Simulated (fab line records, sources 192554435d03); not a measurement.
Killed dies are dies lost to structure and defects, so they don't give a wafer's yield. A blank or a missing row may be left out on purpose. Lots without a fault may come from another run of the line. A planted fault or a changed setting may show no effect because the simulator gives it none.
Split-lot experiment | flow n5_finfet | 7 lots, 21 wafers read, on a route of 1938 steps

THE SPLIT
At N5_BEOL_M10_EXPOSE_25 (exposes mask V9), the setting dose_mj was moved away from the recipe's 85.5 on 6 of the 21 wafers read, by -6.1% to -4.4%. The other wafers ran this setting at the recipe's value.

FROM THE SPLIT TO THE READING: what the file shows between them, 2 steps
- N5_BEOL_M10_PEB_26: peb time 60 s
- N5_BEOL_M10_DEVELOP_27: develop time 30 s

THE READING
cd_nm, in nm, at N5_BEOL_M10_CD_MEAS_28 (target cd 70 nm). Fault-free wafers of this fab line usually give 69.7 nm, standard deviation 1 nm.

wafer  | tool, chamber at the split | dose_mj as run | against the recipe | cd_nm, nm | against lot-mates on the recipe
L074.3 | arfi_scanner-03, 0         | 81.71          | -4.4%              | 67.4      | -3.0
L074.4 | arfi_scanner-03, 0         | 85.5           | recipe             | 70.4      | -
L074.6 | arfi_scanner-03, 0         | 81.71          | -4.4%              | 66.7      | -3.7
L076.2 | arfi_scanner-03, 0         | 85.5           | recipe             | 71.5      | -
L076.3 | arfi_scanner-03, 0         | 80.28          | -6.1%              | 65.9      | -4.5
L076.6 | arfi_scanner-03, 0         | 85.5           | recipe             | 69.3      | -
L077.2 | arfi_scanner-03, 0         | 85.5           | recipe             | 70.5      | -
L077.3 | arfi_scanner-03, 0         | 85.5           | recipe             | 69.8      | -
L077.4 | arfi_scanner-03, 0         | 85.5           | recipe             | 70.0      | -
L078.1 | arfi_scanner-03, 0         | 85.5           | recipe             | 69.2      | -
L078.2 | arfi_scanner-03, 0         | 85.5           | recipe             | 68.9      | -
L078.5 | arfi_scanner-03, 0         | 85.5           | recipe             | 67.8      | -
L079.1 | arfi_scanner-03, 0         | 85.5           | recipe             | 71.4      | -
L079.3 | arfi_scanner-03, 0         | 81.08          | -5.2%              | 66.2      | -5.2
L079.5 | arfi_scanner-03, 0         | 81.08          | -5.2%              | 65.9      | -5.5
L096.1 | arfi_scanner-02, 0         | 85.5           | recipe             | 69.9      | -
L096.3 | arfi_scanner-02, 0         | 85.5           | recipe             | 69.6      | -
L096.6 | arfi_scanner-02, 0         | 81.34          | -4.9%              | 64.6      | -5.2
L097.1 | arfi_scanner-03, 0         | 85.5           | recipe             | 68.6      | -
L097.2 | arfi_scanner-03, 0         | 85.5           | recipe             | 70.8      | -
L097.6 | arfi_scanner-03, 0         | 85.5           | recipe             | 70.0      | -

THE FIT
A straight line over all 21 wafers: cd_nm changes by +0.739 nm for each +1% of dose_mj; r = +0.88; the points scatter about the line by 0.97 nm.
The same after taking each lot's own level away (the mean of its wafers on the recipe; 21 wafers): +0.894 nm for each +1%; r = +0.95; scatter 0.72 nm.
On that fit, the largest move of dose_mj shifts the reading by 5.5 nm.
The lots' own levels span 68.63 to 71.40 nm, that is 2.8 times the standard deviation above.
So the lot-to-lot level changes the slope: the two fits differ.
Check: with one of the wafers moved furthest among these (-6.1%) left out of the fit, the line predicts -5.78 nm for it against its lot-mates. It came out at -4.5 nm against them.

OTHER SPLITS ON THESE WAFERS
These wafers also went through other splits before the reading. Each is held against what the fit with the lots' levels taken away leaves over:
other split on the same wafers   | wafers away from the commonest value | r with cd_nm (lot level and that fit taken away)
N5_BEOL_M7_ALD_77 ald_cycles     | 7                                    | -0.14
N5_BEOL_M8_COAT_22 spin_rpm      | 6                                    | +0.30
N5_BEOL_M8_ETCH_65 cf4_flow_sccm | 3                                    | -0.25
N5_BEOL_M8_DEP_56 time_s         | 9                                    | +0.13
N5_BEOL_M10_ETCH_62 time_s       | 7                                    | +0.15

THE FILE'S OWN FIT
cd_nm changes by +0.886 nm for each +1% of dose_mj, r = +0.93.
